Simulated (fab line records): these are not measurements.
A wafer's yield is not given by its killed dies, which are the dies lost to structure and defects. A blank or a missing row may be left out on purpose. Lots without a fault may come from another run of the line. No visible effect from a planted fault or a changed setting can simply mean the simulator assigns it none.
fab line records + flow nand-harc
[record]
- lots = 6
- wafers = 18
- last-day = 33
route steps=1302 shown A_ONON_D2@548 END@1302
lots with no fault: from the same line, run without faults
start-h: hours from the record's first day to the start of the lot's first wafer shown + wait-h: hours from the lot's prior step to this one + " identical to the entry in the row above + L1.1+2: one row covering several wafers at once + - no value present, or no start provided + * or withheld: withheld + < > ~ a bound
route shown NAME@n: names a module that has steps shown in the file, with the first one's number in the route + usual: mean/standard deviation taken from wafers without a fault + same: alike in all rows + chamber/n: place in a boat + sites: readings site by site + _std_site: the values' standard deviation + _edge_site: outer sites' mean less inner sites' + radius-mm: how far each site lies from the wafer's centre + mask NAME#n: copy n + behind: the most recent tool/chamber to have shaped the wafer + hold: what put the lot on hold/how long, in hours/how the hold closed + device: transistor that didn't switch, given as n, p or np + end of line: the route-end tests of the same wafers + step lacking rows: just its recipe + killed: dies lost to structure and defects at the first sort, not the wafer's yield + map: a wafer's dies, x killed, . not, _ none there
set.NAME: the setting that was run; set.NAME@STEP: the one run at that earlier step + model.NAME: the simulator's own value behind a step, which no gauge read
certain route steps with their lots: each step a table, each wafer a row
services: a tool's chamber out of use, with start hour (start-h, from the record's first day; less than 0 if before it), hours out, and reason
[[steps]]
[step NHARC_A_ONON_D2_THK_MEAS_05]
[recipe]
- thk-meas-gauge = ellipsometry
[usual]
- thk-nm = 1001/11
| lot.wafer | tool          | chamber | start-h | wait-h | thk-nm |
|-----------|---------------|---------|---------|--------|--------|
| L366.2    | film-metro-01 | -       | 298.19  | -      | 1035   |
| L366.3    | "             | -       | "       | "      | 1032   |
| L366.5    | "             | -       | "       | "      | 1032   |
| L368.1    | film-metro-02 | -       | 315.43  | -      | 1009   |
| L368.2    | "             | -       | "       | "      | 1008   |
| L368.6    | "             | -       | "       | "      | 1007   |
| L369.1    | film-metro-02 | -       | 341.53  | -      | 991    |
| L369.2    | "             | -       | "       | "      | 991    |
| L369.5    | "             | -       | "       | "      | 991    |
| L378.3    | film-metro-01 | -       | 424.38  | -      | 996    |
| L378.4    | "             | -       | "       | "      | 996    |
| L378.5    | "             | -       | "       | "      | 996    |
| L382.1    | film-metro-01 | -       | 460.20  | -      | 1004   |
| L382.5    | "             | -       | "       | "      | 1006   |
| L382.6    | "             | -       | "       | "      | 1007   |
| L386.3    | film-metro-02 | -       | 488.86  | -      | 996    |
| L386.4    | "             | -       | "       | "      | 996    |
| L386.5    | "             | -       | "       | "      | 994    |
[step NHARC_A_ONON_D2_DEP_06]
[recipe]
- target-thk-a = 10000
- n2-flow-sccm = 2750
- n2o-flow-sccm = 2000
- nh3-flow-sccm = 500
- sih4-flow-sccm = 210
- temp-c = 400
[step NHARC_A_ONON_D2_THK_MEAS_08]
[recipe]
- thk-meas-gauge = ellipsometry
[usual]
- thk-nm = 1003/10
| lot.wafer | tool          | chamber | start-h | wait-h | thk-nm |
|-----------|---------------|---------|---------|--------|--------|
| L366.2    | film-metro-01 | -       | 298.76  | -      | 1006   |
| L366.3    | "             | -       | "       | "      | 1006   |
| L366.5    | "             | -       | "       | "      | 1006   |
| L368.1    | film-metro-02 | -       | 315.99  | -      | 993    |
| L368.2    | "             | -       | "       | "      | 993    |
| L368.6    | "             | -       | "       | "      | 992    |
| L369.1    | film-metro-02 | -       | 342.10  | -      | 1013   |
| L369.2    | "             | -       | "       | "      | 1010   |
| L369.5    | "             | -       | "       | "      | 1012   |
| L378.3    | film-metro-02 | -       | 424.95  | -      | 998    |
| L378.4    | "             | -       | "       | "      | 999    |
| L378.5    | "             | -       | "       | "      | 1000   |
| L382.1    | film-metro-01 | -       | 460.77  | -      | 999    |
| L382.5    | "             | -       | "       | "      | 995    |
| L382.6    | "             | -       | "       | "      | 995    |
| L386.3    | film-metro-02 | -       | 489.43  | -      | 997    |
| L386.4    | "             | -       | "       | "      | 998    |
| L386.5    | "             | -       | "       | "      | 997    |
[step NHARC_A_ONON_D2_DEP_09]
[recipe]
- target-thk-a = 10000
- n2-flow-sccm = 2750
- n2o-flow-sccm = 2000
- nh3-flow-sccm = 500
- sih4-flow-sccm = 210
- temp-c = 400
[step NHARC_A_ONON_D2_THK_MEAS_11]
[recipe]
- thk-meas-gauge = ellipsometry
[usual]
- thk-nm = 997/8.2
| lot.wafer | tool          | chamber | start-h | wait-h | thk-nm |
|-----------|---------------|---------|---------|--------|--------|
| L366.2    | film-metro-02 | -       | 299.33  | -      | 999    |
| L366.3    | "             | -       | "       | "      | 999    |
| L366.5    | "             | -       | "       | "      | 1000   |
| L368.1    | film-metro-02 | -       | 316.56  | -      | 995    |
| L368.2    | "             | -       | "       | "      | 993    |
| L368.6    | "             | -       | "       | "      | 993    |
| L369.1    | film-metro-01 | -       | 342.67  | -      | 985    |
| L369.2    | "             | -       | "       | "      | 983    |
| L369.5    | "             | -       | "       | "      | 984    |
| L378.3    | film-metro-01 | -       | 425.52  | -      | 1009   |
| L378.4    | "             | -       | "       | "      | 1006   |
| L378.5    | "             | -       | "       | "      | 1005   |
| L382.1    | film-metro-01 | -       | 461.33  | -      | 989    |
| L382.5    | "             | -       | "       | "      | 991    |
| L382.6    | "             | -       | "       | "      | 988    |
| L386.3    | film-metro-02 | -       | 490.01  | -      | 994    |
| L386.4    | "             | -       | "       | "      | 991    |
| L386.5    | "             | -       | "       | "      | 994    |
[step NHARC_A_ONON_D2_DEP_12]
[recipe]
- target-thk-a = 10000
- n2-flow-sccm = 2750
- n2o-flow-sccm = 2000
- nh3-flow-sccm = 500
- sih4-flow-sccm = 210
- temp-c = 400
[step NHARC_A_ONON_D2_THK_MEAS_14]
[recipe]
- thk-meas-gauge = ellipsometry
[usual]
- thk-nm = 1000/11
| lot.wafer | tool          | chamber | start-h | wait-h | thk-nm |
|-----------|---------------|---------|---------|--------|--------|
| L366.2    | film-metro-01 | -       | 299.89  | -      | 1002   |
| L366.3    | "             | -       | "       | "      | 1001   |
| L366.5    | "             | -       | "       | "      | 1000   |
| L368.1    | film-metro-02 | -       | 317.16  | -      | 983    |
| L368.2    | "             | -       | "       | "      | 984    |
| L368.6    | "             | -       | "       | "      | 982    |
| L369.1    | film-metro-02 | -       | 343.24  | -      | 986    |
| L369.2    | "             | -       | "       | "      | 986    |
| L369.5    | "             | -       | "       | "      | 988    |
| L378.3    | film-metro-02 | -       | 426.08  | -      | 1024   |
| L378.4    | "             | -       | "       | "      | 1023   |
| L378.5    | "             | -       | "       | "      | 1023   |
| L382.1    | film-metro-01 | -       | 461.90  | -      | 1020   |
| L382.5    | "             | -       | "       | "      | 1019   |
| L382.6    | "             | -       | "       | "      | 1020   |
| L386.3    | film-metro-01 | -       | 490.57  | -      | 994    |
| L386.4    | "             | -       | "       | "      | 995    |
| L386.5    | "             | -       | "       | "      | 995    |
[step NHARC_A_ONON_D2_ANNEAL_15]
[recipe]
- temp-c = 750
- time-s = 3600
[step NHARC_A_ONON_D2_DEP_16]
[recipe]
- target-thk-a = 10000
- n2-flow-sccm = 2750
- n2o-flow-sccm = 2000
- nh3-flow-sccm = 500
- sih4-flow-sccm = 210
- temp-c = 400
[step NHARC_A_ONON_D2_THK_MEAS_18]
[recipe]
- thk-meas-gauge = ellipsometry
[usual]
- thk-nm = 1002/8.7
| lot.wafer | tool          | chamber | start-h | wait-h | thk-nm |
|-----------|---------------|---------|---------|--------|--------|
| L366.2    | film-metro-02 | -       | 307.19  | -      | 996    |
| L366.3    | "             | -       | "       | "      | 995    |
| L366.5    | "             | -       | "       | "      | 996    |
| L368.1    | film-metro-01 | -       | 324.90  | -      | 993    |
| L368.2    | "             | -       | "       | "      | 993    |
| L368.6    | "             | -       | "       | "      | 992    |
| L369.1    | film-metro-02 | -       | 351.00  | -      | 1009   |
| L369.2    | "             | -       | "       | "      | 1009   |
| L369.5    | "             | -       | "       | "      | 1011   |
| L378.3    | film-metro-01 | -       | 433.46  | -      | 1002   |
| L378.4    | "             | -       | "       | "      | 1000   |
| L378.5    | "             | -       | "       | "      | 1004   |
| L382.1    | film-metro-01 | -       | 471.23  | -      | 1016   |
| L382.5    | "             | -       | "       | "      | 1017   |
| L382.6    | "             | -       | "       | "      | 1016   |
| L386.3    | film-metro-01 | -       | 501.14  | -      | 1001   |
| L386.4    | "             | -       | "       | "      | 1003   |
| L386.5    | "             | -       | "       | "      | 1002   |
[step NHARC_A_ONON_D2_DEP_19]
[recipe]
- target-thk-a = 10000
- n2-flow-sccm = 2750
- n2o-flow-sccm = 2000
- nh3-flow-sccm = 500
- sih4-flow-sccm = 210
- temp-c = 400
[step NHARC_A_ONON_D2_THK_MEAS_21]
[recipe]
- thk-meas-gauge = ellipsometry
[usual]
- thk-nm = 1002/10
| lot.wafer | tool          | chamber | start-h | wait-h | thk-nm |
|-----------|---------------|---------|---------|--------|--------|
| L366.2    | film-metro-01 | -       | 307.75  | -      | 1004   |
| L366.3    | "             | -       | "       | "      | 1003   |
| L366.5    | "             | -       | "       | "      | 1004   |
| L368.1    | film-metro-01 | -       | 325.47  | -      | 991    |
| L368.2    | "             | -       | "       | "      | 992    |
| L368.6    | "             | -       | "       | "      | 991    |
| L369.1    | film-metro-01 | -       | 351.57  | -      | 991    |
| L369.2    | "             | -       | "       | "      | 995    |
| L369.5    | "             | -       | "       | "      | 992    |
| L378.3    | film-metro-01 | -       | 434.02  | -      | 1011   |
| L378.4    | "             | -       | "       | "      | 1011   |
| L378.5    | "             | -       | "       | "      | 1010   |
| L382.1    | film-metro-02 | -       | 471.81  | -      | 1004   |
| L382.5    | "             | -       | "       | "      | 1006   |
| L382.6    | "             | -       | "       | "      | 1006   |
| L386.3    | film-metro-02 | -       | 501.86  | -      | 1003   |
| L386.4    | "             | -       | "       | "      | 1003   |
| L386.5    | "             | -       | "       | "      | 1004   |
[step NHARC_A_ONON_D2_DEP_22]
[recipe]
- target-thk-a = 10000
- n2-flow-sccm = 2750
- n2o-flow-sccm = 2000
- nh3-flow-sccm = 500
- sih4-flow-sccm = 210
- temp-c = 400
| lot.wafer  | tool          | chamber | start-h | wait-h |
|------------|---------------|---------|---------|--------|
| L366.2+3+5 | pecvd-onon-01 | 0       | 307.86  | 0.1    |
| L368.1+2+6 | pecvd-onon-01 | 0       | 325.52  | 0.1    |
| L369.1+2+5 | pecvd-onon-01 | 0       | 351.62  | 0.1    |
| L378.3+4+5 | pecvd-onon-02 | 0       | 434.19  | 0.2    |
| L382.1+5+6 | pecvd-onon-02 | 0       | 471.86  | 0.1    |
| L386.3+4+5 | pecvd-onon-02 | 0       | 502.13  | 0.3    |
[step NHARC_A_ONON_D2_THK_MEAS_24]
[recipe]
- thk-meas-gauge = ellipsometry
[usual]
- thk-nm = 1002/8.4
| lot.wafer | tool          | chamber | start-h | wait-h | thk-nm |
|-----------|---------------|---------|---------|--------|--------|
| L366.2    | film-metro-02 | -       | 308.32  | -      | 979    |
| L366.3    | "             | -       | "       | "      | 979    |
| L366.5    | "             | -       | "       | "      | 980    |
| L368.1    | film-metro-01 | -       | 326.04  | -      | 1531   |
| L368.2    | "             | -       | "       | "      | 1532   |
| L368.6    | "             | -       | "       | "      | 1530   |
| L369.1    | film-metro-02 | -       | 352.13  | -      | 1537   |
| L369.2    | "             | -       | "       | "      | 1536   |
| L369.5    | "             | -       | "       | "      | 1536   |
| L378.3    | film-metro-01 | -       | 434.59  | -      | 1006   |
| L378.4    | "             | -       | "       | "      | 1008   |
| L378.5    | "             | -       | "       | "      | 1009   |
| L382.1    | film-metro-01 | -       | 472.37  | -      | 1001   |
| L382.5    | "             | -       | "       | "      | 1002   |
| L382.6    | "             | -       | "       | "      | 1000   |
| L386.3    | film-metro-02 | -       | 502.52  | -      | 1006   |
| L386.4    | "             | -       | "       | "      | 1007   |
| L386.5    | "             | -       | "       | "      | 1005   |
[step NHARC_A_ONON_D2_DEP_25]
[recipe]
- target-thk-a = 10000
- n2-flow-sccm = 2750
- n2o-flow-sccm = 2000
- nh3-flow-sccm = 500
- sih4-flow-sccm = 210
- temp-c = 400
[step NHARC_END_SORT_01]
[recipe]
- temp-c = 25
[usual]
- killed-at-array = 46/16
- killed-at-other = 0.9/1.3
- killed-at-periphery = 4.1/3
- killed-dies = 51/17
- killed-open = 3.5/1.8
- killed-short = 2.5/1.8
[same]
- gross-dies = 677
| lot.wafer | tool      | chamber | start-h | wait-h | killed-at-array | killed-at-other | killed-at-periphery | killed-dies | killed-open | killed-short |
|-----------|-----------|---------|---------|--------|-----------------|-----------------|---------------------|-------------|-------------|--------------|
| L368.1    | prober-01 | 0       | 608.43  | 2.6    | 671             | 1               | 5                   | 677         | 1           | 0            |
| L368.2    | prober-01 | 0       | 609.23  | 2.9    | 672             | 0               | 5                   | 677         | 2           | 5            |
| L368.6    | prober-01 | 0       | 612.44  | 4.0    | 668             | 0               | 9                   | 677         | 5           | 0            |
| L369.1    | prober-02 | 0       | 625.73  | 2.5    | 675             | 2               | 0                   | 677         | 3           | 1            |
| L369.2    | prober-02 | 0       | 626.54  | 2.8    | 672             | 0               | 5                   | 677         | 3           | 1            |
| L369.5    | prober-02 | 0       | 628.94  | 3.7    | 673             | 3               | 1                   | 677         | 5           | 1            |
// killed by level:class
L368.1 A_ONON_D2:area-dep=603 A_CHANNEL_HOLE_D1:chamber-film-flake=34 A_CHANNEL_HOLE_D2:chamber-film-flake=18 A_CONTACT:chamber-film-flake=9 P_CONTACT:chamber-film-flake=5 A_WL_FILL:chamber-film-flake=3 A_STAIRCASE:chamber-film-flake=2 A_BLC:geometric-particle:open=1
L368.2 A_ONON_D2:area-dep=597 A_CHANNEL_HOLE_D2:chamber-film-flake=35 A_CHANNEL_HOLE_D1:chamber-film-flake=19 A_WL_FILL:chamber-film-flake=5 A_CONTACT:chamber-film-flake=4 A_BLC:geometric-particle:short=3 P_CONTACT:chamber-film-flake=3 A_ZERO_WELL:chamber-film-flake=2
L368.6 A_ONON_D2:area-dep=601 A_CHANNEL_HOLE_D1:chamber-film-flake=31 A_CHANNEL_HOLE_D2:chamber-film-flake=21 P_CONTACT:chamber-film-flake=7 A_CONTACT:chamber-film-flake=5 A_STAIRCASE:chamber-film-flake=4 A_WL_FILL:chamber-film-flake=2 P_CONTACT:geometric-particle:open=1
L369.1 A_ONON_D2:area-dep=631 A_CHANNEL_HOLE_D1:chamber-film-flake=14 A_CHANNEL_HOLE_D2:chamber-film-flake=9 A_CONTACT:chamber-film-flake=8 A_STAIRCASE:chamber-film-flake=6 A_DECK1_JOINT:geometric-particle:open=2 A_WL_FILL:chamber-film-flake=2 A_CHANNEL_HOLE_D1:geometric-particle:open=1
L369.2 A_ONON_D2:area-dep=603 A_CHANNEL_HOLE_D1:chamber-film-flake=31 A_CHANNEL_HOLE_D2:chamber-film-flake=20 A_STAIRCASE:chamber-film-flake=6 A_CONTACT:chamber-film-flake=6 P_M0:chamber-film-flake=2 A_SLIT:chamber-film-flake=2 A_WL_FILL:chamber-film-flake=2
L369.5 A_ONON_D2:area-dep=602 A_CHANNEL_HOLE_D1:chamber-film-flake=32 A_CHANNEL_HOLE_D2:chamber-film-flake=21 A_WL_FILL:chamber-film-flake=5 A_CONTACT:chamber-film-flake=5 A_STAIRCASE:chamber-film-flake=3 THIN_TSV:chamber-film-flake=3 P_M1:geometric-particle:open=1
// map L368.1 (x killed, . not)
____________x____________
_________xxxxxxx_________
_______xxxxxxxxxxx_______
______xxxxxxxxxxxxx______
_____xxxxxxxxxxxxxxx_____
____xxxxxxxxxxxxxxxxx____
____xxxxxxxxxxxxxxxxx____
___xxxxxxxxxxxxxxxxxxx___
___xxxxxxxxxxxxxxxxxxx___
__xxxxxxxxxxxxxxxxxxxxx__
__xxxxxxxxxxxxxxxxxxxxx__
_xxxxxxxxxxxxxxxxxxxxxxx_
_xxxxxxxxxxxxxxxxxxxxxxx_
_xxxxxxxxxxxxxxxxxxxxxxx_
_xxxxxxxxxxxxxxxxxxxxxxx_
_xxxxxxxxxxxxxxxxxxxxxxx_
xxxxxxxxxxxxxxxxxxxxxxxxx
xxxxxxxxxxxxxxxxxxxxxxxxx
xxxxxxxxxxxxxxxxxxxxxxxxx
xxxxxxxxxxxxxxxxxxxxxxxxx
xxxxxxxxxxxxxxxxxxxxxxxxx
_xxxxxxxxxxxxxxxxxxxxxxx_
_xxxxxxxxxxxxxxxxxxxxxxx_
_xxxxxxxxxxxxxxxxxxxxxxx_
_xxxxxxxxxxxxxxxxxxxxxxx_
_xxxxxxxxxxxxxxxxxxxxxxx_
__xxxxxxxxxxxxxxxxxxxxx__
__xxxxxxxxxxxxxxxxxxxxx__
___xxxxxxxxxxxxxxxxxxx___
___xxxxxxxxxxxxxxxxxxx___
____xxxxxxxxxxxxxxxxx____
____xxxxxxxxxxxxxxxxx____
_____xxxxxxxxxxxxxxx_____
______xxxxxxxxxxxxx______
_______xxxxxxxxxxx_______
_________xxxxxxx_________
____________x____________
// map L369.1 (x killed, . not)
____________x____________
_________xxxxxxx_________
_______xxxxxxxxxxx_______
______xxxxxxxxxxxxx______
_____xxxxxxxxxxxxxxx_____
____xxxxxxxxxxxxxxxxx____
____xxxxxxxxxxxxxxxxx____
___xxxxxxxxxxxxxxxxxxx___
___xxxxxxxxxxxxxxxxxxx___
__xxxxxxxxxxxxxxxxxxxxx__
__xxxxxxxxxxxxxxxxxxxxx__
_xxxxxxxxxxxxxxxxxxxxxxx_
_xxxxxxxxxxxxxxxxxxxxxxx_
_xxxxxxxxxxxxxxxxxxxxxxx_
_xxxxxxxxxxxxxxxxxxxxxxx_
_xxxxxxxxxxxxxxxxxxxxxxx_
xxxxxxxxxxxxxxxxxxxxxxxxx
xxxxxxxxxxxxxxxxxxxxxxxxx
xxxxxxxxxxxxxxxxxxxxxxxxx
xxxxxxxxxxxxxxxxxxxxxxxxx
xxxxxxxxxxxxxxxxxxxxxxxxx
_xxxxxxxxxxxxxxxxxxxxxxx_
_xxxxxxxxxxxxxxxxxxxxxxx_
_xxxxxxxxxxxxxxxxxxxxxxx_
_xxxxxxxxxxxxxxxxxxxxxxx_
_xxxxxxxxxxxxxxxxxxxxxxx_
__xxxxxxxxxxxxxxxxxxxxx__
__xxxxxxxxxxxxxxxxxxxxx__
___xxxxxxxxxxxxxxxxxxx___
___xxxxxxxxxxxxxxxxxxx___
____xxxxxxxxxxxxxxxxx____
____xxxxxxxxxxxxxxxxx____
_____xxxxxxxxxxxxxxx_____
______xxxxxxxxxxxxx______
_______xxxxxxxxxxx_______
_________xxxxxxx_________
____________x____________
[[services]]
| tool          | chamber | start-h | hours | kind |
|---------------|---------|---------|-------|------|
| pecvd-onon-02 | -       | 366.00  | 13.0  | pm   |
| pecvd-onon-01 | -       | 450.42  | 13.0  | pm   |
[[key]]
[first-sign]
- step = NHARC_A_ONON_D2_THK_MEAS_24
- reading = thk-nm
- direction = up
- sigmas = 63
- usual = 1002
- struck = 1534
[effect]
- step = NHARC_END_SORT_01
- reading = killed-at-array
- direction = up
- sigmas = 38
- usual = 46
- struck = 672
[more-kills-born-at]
- NHARC_A_ONON_D2_DEP_22@pecvd-onon-01 = 3637
met-at NHARC_A_ONON_D2_DEP_22
struck-wafers L368.1,L368.2,L368.6,L369.1,L369.2,L369.5
later-rows-left-out L368.1,L368.2,L368.6,L369.1,L369.2,L369.5
tester-left-out L368,L369
onset-between 307.86 325.52
[fault]
- kind = process-parameter-drift
- tool = pecvd-onon-01
- chamber = 0
- onset-h = 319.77
- steps = NHARC_A_ONON_D2_DEP_22
- channel = target-thk-a
- offset = *
- shape = step
- end-h = 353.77
- acts-in = *
- stated = *
// tester-left-out: of these lots the tester's yield and bins aren't shown, on N5 and GAA mostly nor the transistor test; their killed dies are dies lost to structure and defects alone, not to doping, threshold or leakage, so they don't give the yield
// later-rows-left-out: the simulator's readings of these wafers behind a module that went badly wrong aren't trusted and aren't shown, but for the sort
